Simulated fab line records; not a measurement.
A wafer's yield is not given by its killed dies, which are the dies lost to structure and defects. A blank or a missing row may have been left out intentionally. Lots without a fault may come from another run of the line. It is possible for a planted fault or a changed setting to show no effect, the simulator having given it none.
Matching of chambers :: flow nandHarc :: 4 sister chambers for NHARC_P_GATE_DESCUM_93 on rieDiel-08
The step chemistry O2, time 3 s. 4 wafers are shown with their chamber, then 10 later ones without.

== WAFERS WITH THEIR CHAMBER ==
wafer: L086.5
chamber: 1
showerheadPlenumPTorr (Torr): 1.87

wafer: L087.2
chamber: 2
showerheadPlenumPTorr (Torr): 1.94

wafer: L087.3
chamber: 3
showerheadPlenumPTorr (Torr): 1.80

wafer: L090.5
chamber: 0
showerheadPlenumPTorr (Torr): 1.98

== WAFERS WITHOUT THEIR CHAMBER ==
wafer: L090.6
showerheadPlenumPTorr (Torr): 1.87

wafer: L090.1
showerheadPlenumPTorr (Torr): 1.94

wafer: L090.3
showerheadPlenumPTorr (Torr): 1.79

wafer: L090.4
showerheadPlenumPTorr (Torr): 1.87

wafer: L092.1
showerheadPlenumPTorr (Torr): 1.87

wafer: L092.2
showerheadPlenumPTorr (Torr): 1.80

wafer: L092.4
showerheadPlenumPTorr (Torr): 1.98

wafer: L095.1
showerheadPlenumPTorr (Torr): 1.94

wafer: L095.3
showerheadPlenumPTorr (Torr): 1.87

wafer: L095.4
showerheadPlenumPTorr (Torr): 1.80

== EACH ONE'S CHAMBER ==
wafer: L090.6
from the rows above: 1
in truth: 1

wafer: L090.1
from the rows above: 2
in truth: 2

wafer: L090.3
from the rows above: 3
in truth: 3

wafer: L090.4
from the rows above: 1
in truth: 1

wafer: L092.1
from the rows above: 1
in truth: 1

wafer: L092.2
from the rows above: 3
in truth: 3

wafer: L092.4
from the rows above: 0
in truth: 0

wafer: L095.1
from the rows above: 2
in truth: 2

wafer: L095.3
from the rows above: 1
in truth: 1

wafer: L095.4
from the rows above: 3
in truth: 3
10 of 10 placed correctly. Number that these rows cannot place: 0. Wrongly placed: 0.
How it was worked out, from the rows above alone: a wafer's distance from a chamber is the root of the sum, over the readings, of the square of ((its reading less the chamber's mean) divided by the reading's scatter). The wafer belongs to the nearest chamber; if the next one is less than 2 further off, it can't be placed. The mean given for a chamber averages the wafers shown for that chamber. The scatter (one wafer shown for each chamber): square how far every hidden wafer sits from the nearest shown wafer, average those squares and take the square root.
